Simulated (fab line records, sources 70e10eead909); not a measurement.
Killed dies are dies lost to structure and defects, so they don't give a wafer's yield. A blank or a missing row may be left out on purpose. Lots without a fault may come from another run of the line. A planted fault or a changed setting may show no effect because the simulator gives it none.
fab line records | flow nand_harc | part 1 of 2: steps 1 to 23 of 38
record lots=5 wafers=15 last_day=25
route steps=1159 shown P_M1@292 P_M2@318
lots that met no fault: from a run of the same line without faults
start_h: hours from the record's first day to the start of the lot's first wafer shown | wait_h: hours since the lot's step before | " the same as in the row above | L1.1+2: a row that stands for several wafers | - no value, or no start given | * or withheld: withheld | < > ~ a bound
route shown NAME@n: a module of which the file shows steps, and the number in the route of the first | usual: mean/standard deviation of fault-free wafers | same: alike in all rows | chamber/n: place in a boat | sites: the reading at each site | _std_site: their standard deviation | _edge_site: outer sites' mean less inner sites' | radius_mm: how far each site lies from the wafer's centre | mask NAME#n: copy n | behind: the tool/chamber that last shaped the wafer | hold: why the lot was held/for how many hours/how that ended | device: the transistor (n, p or np) that didn't switch | end of line: the same wafers' tests at the end of the route | a step without rows: its recipe alone | killed: dies lost to structure and defects at the first sort, not the wafer's yield | map: a wafer's dies, x killed, . not, _ none there
set.NAME: the setting as run; set.NAME@STEP: as run at that earlier step | model.NAME: the simulator's own value behind a step, which no gauge read
lots at some steps of the route; a table a step, a row a wafer
services: from which hour (start_h, from the record's first day; less than 0 if before it) a tool's chamber was out of use, for how many hours, and why
## steps
# step NHARC_P_M1_EXPOSE_06
# recipe na=1.35 target_cd_nm=130 dose_mj=81.88 mask_id=P_M1
# usual reticle_temp_C=23.01/0.1
# columns lot.wafer tool chamber start_h wait_h mask reticle_temp_C
L080.2 arfi_scanner-02 0 159.01 - P_M1#0 22.97
L080.3 " 0 " " P_M1#0 23.11
L080.4 " 0 " " P_M1#0 22.96
L082.2 arfi_scanner-01 0 172.34 - P_M1#0 23.01
L082.5 " 0 " " P_M1#0 23.06
L082.6 " 0 " " P_M1#0 23.08
L088.2 arfi_scanner-01 0 210.90 - P_M1#0 23.05
L088.5 " 0 " " P_M1#0 22.90
L088.6 " 0 " " P_M1#0 22.99
L092.1 arfi_scanner-01 0 222.41 - P_M1#0 22.92
L092.3 " 0 " " P_M1#0 23.01
L092.6 " 0 " " P_M1#0 22.73
L097.1 arfi_scanner-01 0 261.61 - P_M1#0 23.04
L097.3 " 0 " " P_M1#0 23.08
L097.6 " 0 " " P_M1#0 23.02
# step NHARC_P_M1_PEB_07
# recipe peb_temp_c=100 peb_time_s=65
# columns lot.wafer tool chamber start_h wait_h
L080.2+3+4 litho_track-01 0 159.06 0.1
L082.2+5+6 litho_track-01 0 172.40 0.1
L088.2+5+6 litho_track-06 0 210.96 0.1
L092.1+3+6 litho_track-04 0 222.48 0.1
L097.1+3+6 litho_track-06 0 261.67 0.1
# step NHARC_P_M1_DEVELOP_08
# recipe develop_time_s=35 dev_temp_c=23
# columns lot.wafer tool chamber start_h wait_h
L080.2+3+4 litho_track-01 0 - -
L082.2+5+6 litho_track-01 0 - -
L088.2+5+6 litho_track-06 0 - -
L092.1+3+6 litho_track-04 0 - -
L097.1+3+6 litho_track-06 0 - -
# step NHARC_P_M1_CD_MEAS_09
# recipe target_cd_nm=130 landing_energy_ev=500
# usual cd_nm=130.3/0.61
# columns lot.wafer tool chamber start_h wait_h cd_nm
L080.2 cd_sem-01 0 159.14 - 130.9
L080.3 " 0 " " 130.4
L080.4 " 0 " " 129.8
L082.2 cd_sem-03 0 172.48 - 130.3
L082.5 " 0 " " 130.2
L082.6 " 0 " " 129.5
L088.2 cd_sem-03 0 211.04 - 129.4
L088.5 " 0 " " 129.8
L088.6 " 0 " " 129.3
L092.1 cd_sem-03 0 222.56 - 130.7
L092.3 " 0 " " 130.2
L092.6 " 0 " " 131.5
L097.1 cd_sem-01 0 261.75 - 131.4
L097.3 " 0 " " 131.0
L097.6 " 0 " " 130.1
# step NHARC_P_M1_OVL_MEAS_10
# recipe pitch_nm=260
# usual overlay_x_nm=0.0/1 overlay_y_nm=0.0/0.99
# columns lot.wafer tool chamber start_h wait_h overlay_x_nm overlay_y_nm
L080.2 overlay-02 - 159.23 - -1.1 -1.2
L080.3 " - " " -1.4 -0.7
L080.4 " - " " -1.4 -1.1
L082.2 overlay-02 - 172.57 - -1.7 1.1
L082.5 " - " " -1.6 0.7
L082.6 " - " " -2.3 1.3
L088.2 overlay-01 - 211.13 - 0.1 -1.8
L088.5 " - " " -0.6 -2.1
L088.6 " - " " -0.5 -1.5
L092.1 overlay-01 - 222.64 - 0.1 1.1
L092.3 " - " " 0.4 1.0
L092.6 " - " " 0.8 0.3
L097.1 overlay-02 - 261.84 - -1.4 1.2
L097.3 " - " " -1.5 1.4
L097.6 " - " " -1.4 1.1
# step NHARC_P_M1_INSPECT_11
# usual raw_defect_count=4.1/2.2
# columns lot.wafer tool chamber start_h wait_h raw_defect_count
L080.2 defect_inspect-02 - 159.27 0.0 3
L080.3 " - " " 4
L080.4 " - " " 4
L082.2 defect_inspect-01 - 172.60 0.0 6
L082.5 " - " " 5
L082.6 " - " " 9
L088.2 defect_inspect-01 - 211.16 0.0 11
L088.5 " - " " 6
L088.6 " - " " 1
L092.1 defect_inspect-02 - 222.68 0.0 4
L092.3 " - " " 6
L092.6 " - " " 6
L097.1 defect_inspect-02 - 261.88 0.0 5
L097.3 " - " " 7
L097.6 " - " " 7
# step NHARC_P_M1_DESCUM_14
# recipe time_s=3 o2_flow_sccm=200 ar_flow_sccm=0 bias_power_w=0 chemistry=O2
# usual drypump_motor_current_A=5.8/0.42 oes_product_au=1.002/0.012 rf_vpp_V=57.7/0.99 showerhead_plenum_p_Torr=1.89/0.08 throttle_valve_pct=11.311/0.0087
# columns lot.wafer tool chamber start_h wait_h drypump_motor_current_A oes_product_au rf_hours_counter_h rf_vpp_V showerhead_plenum_p_Torr throttle_valve_pct
L080.3 rie_diel-11 0 159.33 0.1 5.8 0.987 10 56.8 1.85 11.312
L080.2 " 2 " " 5.5 1.014 10 58.1 1.81 11.294
L080.4 " 3 " " 5.6 1.008 10 58.2 2.02 11.313
L082.2 rie_diel-07 1 172.67 0.1 6.0 0.989 8 56.5 1.84 11.326
L082.5 " 0 " " 5.6 0.997 - 57.8 1.91 11.315
L082.6 " 1 " " 6.0 0.993 - 56.9 1.84 11.321
L088.2 rie_diel-11 0 211.24 0.1 5.8 1.008 1 58.7 1.85 11.310
L088.5 " 2 " " 5.5 0.998 - 58.3 1.81 11.312
L088.6 " 0 " " 5.8 0.990 - 57.5 1.85 11.323
L092.1 rie_diel-07 3 222.74 0.1 6.3 0.994 12 57.7 1.79 11.312
L092.3 " 1 " " 6.0 1.015 12 58.2 1.84 11.304
L092.6 " 0 " " 5.6 0.990 - 57.9 1.91 11.318
L097.1 rie_diel-08 2 261.95 0.1 5.4 1.026 3 58.0 1.80 11.326
L097.3 " 0 " " 6.2 0.977 3 59.9 2.06 11.313
L097.6 " 1 " " 6.8 0.979 - 58.0 1.88 11.325
# step NHARC_P_M1_ETCH_35
# recipe target_depth_a=400 overetch_a=120 time_s=43.94 ion_energy_ev=200 n2_flow_sccm=150 h2_flow_sccm=150 ar_flow_sccm=0 rf_w=400 bias_w=150 chemistry=N2/H2
# usual drypump_motor_current_A=5.8/0.41 oes_product_au=1.001/0.013 rf_fwd_power_W=395.2/1.9 rf_vpp_V=430.1/2.5 showerhead_plenum_p_Torr=2.02/0.091 throttle_valve_pct=14.171/0.0097
# columns lot.wafer tool chamber start_h wait_h drypump_motor_current_A oes_product_au rf_fwd_power_W rf_hours_counter_h rf_vpp_V showerhead_plenum_p_Torr throttle_valve_pct
L080.3 rie_diel-11 2 159.41 0.1 5.5 1.005 393.2 10 426.3 1.93 14.181
L080.4 " 0 " " 5.8 0.988 391.1 10 428.5 1.97 14.173
L080.2 " 1 " " 5.9 1.011 395.5 10 432.7 2.09 14.162
L082.2 rie_diel-07 2 172.75 0.1 6.1 0.986 395.9 10 431.7 2.06 14.149
L082.5 " 1 " " 5.9 1.012 393.3 - 428.4 1.96 14.188
L082.6 " 2 " " 6.1 0.995 396.6 - 430.8 2.06 14.173
L088.2 rie_diel-11 2 211.33 0.1 5.6 1.015 395.1 1 426.1 1.93 14.177
L088.6 " 2 " " 5.5 1.013 392.7 - 428.6 1.93 14.172
L088.5 " 1 " " 5.8 1.018 397.0 - 431.5 2.09 14.155
L092.3 rie_diel-07 0 222.84 0.1 5.6 0.999 395.6 11 430.7 2.04 14.171
L092.1 " 2 " " 6.1 0.996 399.7 14 430.5 2.06 14.170
L092.6 " 3 " " 6.3 1.011 396.8 - 425.9 1.90 14.167
L097.3 rie_diel-08 0 262.03 0.1 6.2 0.976 396.2 3 434.0 2.20 14.167
L097.1 " 2 " " 5.4 1.014 393.8 3 427.4 1.92 14.173
L097.6 " 3 " " 5.1 1.015 394.3 - 430.1 2.04 14.180
# step NHARC_P_M1_ETCH_15
# recipe target_depth_a=1825 time_s=91.2 c4f8_flow_sccm=withheld ar_flow_sccm=400 rf_w=600 bias_w=300 chemistry=C4F8/Ar
# usual oes_product_au=0.956/0.02 rf_fwd_power_W=595.8/2 rf_vpp_V=440.3/2.6
# columns lot.wafer tool chamber start_h wait_h oes_product_au rf_fwd_power_W rf_hours_counter_h rf_vpp_V
L080.3 rie_diel-11 3 - - 0.991 597.5 10 443.4
L080.4 " 0 " " 0.937 593.2 10 440.5
L080.2 " 1 " " 0.971 597.0 10 443.0
L082.2 rie_diel-07 3 - - 0.937 595.8 8 436.8
L082.5 " 0 " " 0.929 595.6 - 440.4
L082.6 " 1 " " 0.936 592.0 - 439.7
L088.2 rie_diel-11 0 - - 0.970 592.4 1 439.3
L088.5 " 1 " " 0.962 598.9 - 441.1
L088.6 " 0 " " 0.969 592.9 - 439.8
L092.3 rie_diel-07 0 - - 0.924 594.5 11 440.5
L092.1 " 3 " " 0.945 594.0 12 436.8
L092.6 " 0 " " 0.933 596.7 - 439.9
L097.1 rie_diel-08 1 - - 0.932 592.1 3 439.8
L097.3 " 0 " " 0.955 597.6 3 446.0
L097.6 " 2 " " 0.968 591.6 - 438.5
# step NHARC_P_M1_CD_MEAS_16
# usual cd_nm=130.2/1.1
# columns lot.wafer tool chamber start_h wait_h cd_nm
L080.2 cd_sem-02 - 159.64 - 130.9
L080.3 " - " " 129.2
L080.4 " - " " 130.1
L082.2 cd_sem-02 - 172.97 - 131.7
L082.5 " - " " 129.2
L082.6 " - " " 131.0
L088.2 cd_sem-03 - 211.58 - 128.9
L088.5 " - " " 129.4
L088.6 " - " " 129.6
L092.1 cd_sem-02 - 223.05 - 132.6
L092.3 " - " " 130.2
L092.6 " - " " 131.6
L097.1 cd_sem-02 - 262.24 - 132.4
L097.3 " - " " 130.6
L097.6 " - " " 129.1
# step NHARC_P_M1_STRIP_18
# recipe power_w=1000 n2_flow_sccm=150 h2_flow_sccm=150 ar_flow_sccm=0 bias_w=0 chemistry=N2/H2
# usual drypump_motor_current_A=5.9/0.44 oes_product_au=1.001/0.012 rf_fwd_power_W=997/3 rf_vpp_V=90.5/0.97 showerhead_plenum_p_Torr=2.01/0.085 throttle_valve_pct=14.172/0.0089
# columns lot.wafer tool chamber start_h wait_h drypump_motor_current_A oes_product_au rf_fwd_power_W rf_hours_counter_h rf_vpp_V showerhead_plenum_p_Torr throttle_valve_pct
L080.4 rie_diel-07 0 159.71 0.1 5.6 1.001 996 8 91.3 2.04 14.164
L080.2 " 1 " " 6.0 1.001 1000 7 89.9 1.96 14.169
L080.3 " 3 " " 6.3 0.994 996 8 91.0 1.90 14.169
L082.2 rie_diel-08 3 173.11 0.1 5.1 1.001 997 1 90.8 2.04 14.167
L082.6 " 1 " " 6.8 0.994 993 - 90.3 2.01 14.163
L082.5 " 2 " " 5.4 1.016 998 - 91.1 1.92 14.171
L088.2 rie_diel-07 2 211.73 0.1 6.1 0.980 995 13 92.1 2.06 14.181
L088.6 " 3 " " 6.3 1.020 1001 - 90.1 1.90 14.176
L088.5 " 0 " " 5.6 0.989 999 - 89.9 2.04 14.169
L092.1 rie_diel-11 0 223.13 0.1 5.8 1.010 1002 2 91.0 1.97 14.180
L092.3 " 2 " " 5.5 1.015 999 2 90.5 1.93 14.171
L092.6 " 1 " " 5.9 1.005 1001 - 91.1 2.09 14.166
L097.3 rie_diel-08 3 262.32 0.1 5.2 1.022 996 3 89.2 2.04 14.152
L097.1 " 1 " " 6.8 0.990 1000 3 89.1 2.00 14.166
L097.6 " 0 " " 6.2 0.981 1001 - 91.8 2.20 14.171
# step NHARC_P_M1_ETCH_28
# recipe target_depth_a=300 over_etch_frac=0.3 time_s=72.99 ion_energy_ev=150 cf4_flow_sccm=50 n2_flow_sccm=100 ar_flow_sccm=150 rf_w=300 bias_w=100 chemistry=CF4/N2
# usual drypump_motor_current_A=5.9/0.43 oes_product_au=1.001/0.011 rf_fwd_power_W=297.5/1.2 rf_vpp_V=313.8/2 showerhead_plenum_p_Torr=2.60/0.11 throttle_valve_pct=19.794/0.0099
# columns lot.wafer tool chamber start_h wait_h drypump_motor_current_A oes_product_au rf_fwd_power_W rf_hours_counter_h rf_vpp_V showerhead_plenum_p_Torr throttle_valve_pct
L080.4 rie_diel-07 2 - - 6.1 0.996 298.2 9 315.7 2.65 19.811
L080.3 " 0 " " 5.6 0.994 297.6 8 314.0 2.62 19.816
L080.2 " 1 " " 5.9 1.010 297.9 7 312.1 2.53 19.782
L082.2 rie_diel-08 2 - - 5.4 1.011 296.4 1 312.6 2.48 19.787
L082.6 " 0 " " 6.1 0.987 300.1 - 317.7 2.82 19.784
L082.5 " 1 " " 6.8 1.001 296.0 - 312.6 2.58 19.788
L088.2 rie_diel-07 0 - - 5.6 1.004 298.8 10 314.6 2.62 19.785
L088.6 " 0 " " 5.6 1.003 297.8 - 312.4 2.62 19.784
L088.5 " 1 " " 6.0 1.011 295.8 - 314.0 2.53 19.789
L092.3 rie_diel-11 2 - - 5.6 0.997 298.7 2 312.0 2.50 19.792
L092.1 " 0 " " 5.8 1.012 295.9 2 312.9 2.54 19.793
L092.6 " 2 " " 5.6 1.003 297.1 - 313.5 2.50 19.789
L097.3 rie_diel-08 3 - - 5.1 1.012 296.6 3 314.6 2.63 19.808
L097.1 " 2 " " 5.4 1.021 296.6 3 312.7 2.48 19.806
L097.6 " 3 " " 5.1 1.000 296.5 - 315.7 2.63 19.801
# step NHARC_P_M1_STRIP_19
# recipe time_s=600 temp_c=30 chemistry=post_etch_residue_remover
# columns lot.wafer tool chamber start_h wait_h
L080.4+3+2 wet_bench-08 4,5,7 160.09 -
L082.5+2+6 wet_bench-10 6,0,2 173.43 -
L088.2+6+5 wet_bench-10 6,0,1 212.02 -
L092.6+3+1 wet_bench-10 0,2,4 223.50 -
L097.6+3+1 wet_bench-10 1,4,6 262.69 -
# step NHARC_P_M1_DEGAS_29
# recipe temp_c=250 time_s=60
# usual heater_power_w=349/45
# columns lot.wafer tool chamber start_h wait_h heater_power_w
L080.2 pvd_sputter-02 - 160.35 - 382
L080.4 " - " " 364
L080.3 " - " " 284
L082.2 pvd_sputter-02 - 173.71 - 375
L082.6 " - " " 380
L082.5 " - " " 386
L088.2 pvd_sputter-03 - 212.32 - 349
L088.6 " - " " 397
L088.5 " - " " 300
L092.3 pvd_sputter-01 - 223.77 - 393
L092.1 " - " " 355
L092.6 " - " " 404
L097.1 pvd_sputter-01 - 262.96 - 339
L097.3 " - " " 295
L097.6 " - " " 358
# step NHARC_P_M1_PRE_CLEAN_30
# recipe time_s=30 temp_c=280 gas=H2/He
# usual heater_power_w=430/56
# columns lot.wafer tool chamber start_h wait_h heater_power_w
L080.3 pvd_sputter-02 - - - 343
L080.4 " - " " 470
L080.2 " - " " 467
L082.2 pvd_sputter-02 - - - 458
L082.5 " - " " 344
L082.6 " - " " 484
L088.2 pvd_sputter-03 - - - 489
L088.5 " - " " 425
L088.6 " - " " 345
L092.1 pvd_sputter-01 - - - 382
L092.3 " - " " 505
L092.6 " - " " 368
L097.1 pvd_sputter-01 - - - 367
L097.3 " - " " 493
L097.6 " - " " 443
# step NHARC_P_M1_PVD_20
# recipe target_thk_a=50 bias_v=168.6 power_w=15000 chamber_pressure_pa=0.12 time_s=8.06 substrate_temp_c=50 material=TaN
# usual throttle_valve_pct=30.2/1.2
# columns lot.wafer tool chamber start_h wait_h throttle_valve_pct
L080.2 pvd_sputter-02 - - - 29.3
L080.3 " - " " 31.7
L080.4 " - " " 28.0
L082.2 pvd_sputter-02 - - - 31.4
L082.5 " - " " 27.7
L082.6 " - " " 29.1
L088.2 pvd_sputter-03 - - - 32.0
L088.5 " - " " 30.3
L088.6 " - " " 29.8
L092.3 pvd_sputter-01 - - - 30.5
L092.1 " - " " 30.9
L092.6 " - " " 28.7
L097.3 pvd_sputter-01 - - - 30.7
L097.1 " - " " 30.6
L097.6 " - " " 30.3
# step NHARC_P_M1_PVD_21
# recipe target_thk_a=300 chamber_pressure_pa=5 power_w=5000 substrate_temp_c=30 time_s=20.49 material=Cu
# usual throttle_valve_pct=30.2/1.2
# columns lot.wafer tool chamber start_h wait_h throttle_valve_pct
L080.3 pvd_sputter-02 - - - 28.9
L080.4 " - " " 31.4
L080.2 " - " " 27.9
L082.2 pvd_sputter-02 - - - 31.3
L082.5 " - " " 31.8
L082.6 " - " " 31.2
L088.2 pvd_sputter-03 - - - 30.2
L088.6 " - " " 30.2
L088.5 " - " " 31.7
L092.3 pvd_sputter-01 - - - 31.1
L092.1 " - " " 30.0
L092.6 " - " " 28.8
L097.3 pvd_sputter-01 - - - 30.7
L097.1 " - " " 28.8
L097.6 " - " " 31.2
# step NHARC_P_M1_ECD_22
# recipe target_thk_a=4000 bath_temp_c=25 material=Cu
# columns lot.wafer tool chamber start_h wait_h
L080.2+3+4 ecd_cu-01 1,0,1 160.76 -
L082.2+5+6 ecd_cu-02 1,0,1 174.11 -
L088.2+5+6 ecd_cu-02 0,0,1 212.66 -
L092.1+3+6 ecd_cu-01 1,1,0 224.13 -
L097.1+3+6 ecd_cu-01 1,0,0 263.40 -
# step NHARC_P_M1_ANNEAL_31
# recipe temp_c=225 time_s=90
# usual wafer_temp_C_max=225.74/0.25
# columns lot.wafer tool chamber start_h wait_h wafer_temp_C_max
L080.2 rtp_anneal-02 0 161.14 0.3 225.65
L080.3 " 0 " " 225.45
L080.4 " 0 " " 225.44
L082.2 rtp_anneal-02 0 174.51 - 225.69
L082.5 " 0 " " 225.61
L082.6 " 0 " " 225.46
L088.2 rtp_anneal-02 0 213.09 0.4 225.90
L088.5 " 0 " " 225.47
L088.6 " 0 " " 225.50
L092.1 rtp_anneal-01 0 224.51 - 226.02
L092.3 " 0 " " 226.04
L092.6 " 0 " " 225.59
L097.1 rtp_anneal-02 0 263.72 - 225.89
L097.3 " 0 " " 225.77
L097.6 " 0 " " 225.66
# step NHARC_P_M1_CMP_23
# recipe t_overpolish_s=20 target_thk_nm=157.82
# usual motor_current_A=11.9/0.89 time_to_endpoint_s=27.9/2.9
# same t_overpolish_s=20
# columns lot.wafer tool chamber start_h wait_h motor_current_A time_to_endpoint_s
L080.2 cmp-03 0 161.45 - 10.7 29.2
L080.4 " 1 " " 11.4 28.1
L080.3 " 2 " " 12.1 30.4
L082.2 cmp-02 3 174.89 - 13.2 28.6
L082.6 " 0 " " 12.3 35.4
L082.5 " 1 " " 10.8 26.6
L088.2 cmp-03 1 213.42 - 11.0 24.0
L088.6 " 0 " " 11.0 28.2
L088.5 " 1 " " 11.3 25.4
L092.3 cmp-03 3 224.86 - 12.6 24.0
L092.1 " 1 " " 10.5 23.8
L092.6 " 3 " " 12.6 22.8
L097.1 cmp-02 2 264.10 - 12.2 33.9
L097.3 " 3 " " 13.2 28.5
L097.6 " 1 " " 11.1 27.5
# step NHARC_P_M1_THK_MEAS_24
# recipe thk_meas_gauge=xrf
# usual thk_nm=157.6/1.5
# columns lot.wafer tool chamber start_h wait_h thk_nm
L080.2 film_metro-01 - 161.77 - 159.4
L080.3 " - " " 158.2
L080.4 " - " " 157.3
L082.2 film_metro-01 - 175.12 - 155.8
L082.5 " - " " 157.6
L082.6 " - " " 157.8
L088.2 film_metro-01 - 213.71 - 154.7
L088.5 " - " " 154.0
L088.6 " - " " 155.2
L092.1 film_metro-01 - 225.17 - 155.3
L092.3 " - " " 156.8
L092.6 " - " " 155.0
L097.1 film_metro-01 - 264.38 - 157.9
L097.3 " - " " 157.1
L097.6 " - " " 157.6
# step NHARC_P_M1_SRD_25
# columns lot.wafer tool chamber start_h wait_h
L080.3+4+2 wet_bench-10 2,5,6 161.81 0.0
L082.5+2+6 wet_bench-08 2,3,4 175.17 0.0
L088.5+6+2 wet_bench-10 5,0,1 213.76 0.0
L092.3+6+1 wet_bench-08 7,0,3 225.21 0.0
L097.6+3+1 wet_bench-08 2,3,5 264.43 0.0
# step NHARC_P_M1_INSPECT_27
# usual raw_defect_count=309/120
# columns lot.wafer tool chamber start_h wait_h raw_defect_count
L080.2 defect_inspect-02 - 161.92 0.0 465
L080.3 " - " " 224
L080.4 " - " " 235
L082.2 defect_inspect-02 - 175.27 0.0 242
L082.5 " - " " 281
L082.6 " - " " 252
L088.2 defect_inspect-01 - 213.87 0.0 397
L088.5 " - " " 216
L088.6 " - " " 323
L092.1 defect_inspect-01 - 225.32 0.0 371
L092.3 " - " " 535
L092.6 " - " " 238
L097.1 defect_inspect-01 - 264.54 0.0 241
L097.3 " - " " 292
L097.6 " - " " 242
